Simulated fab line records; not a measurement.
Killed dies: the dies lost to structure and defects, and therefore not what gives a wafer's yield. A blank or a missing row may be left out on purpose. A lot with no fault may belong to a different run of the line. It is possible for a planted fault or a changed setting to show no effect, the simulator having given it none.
Matching of chambers ; flow n5 finfet ; rie diel-02 running N5_HKMG_FIN_DESCUM_17: 4 sister chambers
The step chemistry O2, time 7.9 s. 8 wafers are shown with their chamber, then 8 later ones without.

== WAFERS PAIRED WITH THEIR CHAMBERS ==
wafer;chamber;drypump motor current A (A);showerhead plenum p Torr (Torr)
L079.2;3;5.7;2.09
L081.1;3;5.7;2.08
L085.3;2;5.2;2.23
L085.6;1;5.5;2.07
L086.1;0;6.4;2.14
L086.2;2;5.2;2.22
L086.4;0;6.3;2.14
L087.4;1;5.4;2.07

== WAFERS WITHOUT THEIR CHAMBER ==
wafer;drypump motor current A (A);showerhead plenum p Torr (Torr)
L087.5;6.3;2.14
L087.6;5.2;2.22
L088.1;5.2;2.22
L088.2;6.3;2.14
L088.4;5.7;2.08
L095.1;5.2;2.22
L095.5;5.2;2.22
L095.6;5.7;2.08

== WHICH CHAMBER EACH WENT THROUGH ==
wafer;from the rows above;in truth
L087.5;0;0
L087.6;2;2
L088.1;2;2
L088.2;0;0
L088.4;3;3
L095.1;2;2
L095.5;2;2
L095.6;3;3
Correctly placed: 8 of 8. Can't be placed from these rows: 0. 0 placed wrongly.
How it was worked out, from the rows above alone: a wafer's distance from a chamber is the root of the sum, over the readings, of the square of ((its reading less the chamber's mean) divided by the reading's scatter). The wafer belongs to the nearest chamber; if the next one is less than 2 further off, it can't be placed. Each chamber's mean is taken over the wafers shown for it. The scatter: the root of (the sum of the squares of (reading less its chamber's mean) over the shown wafers, divided by (wafers less chambers)).
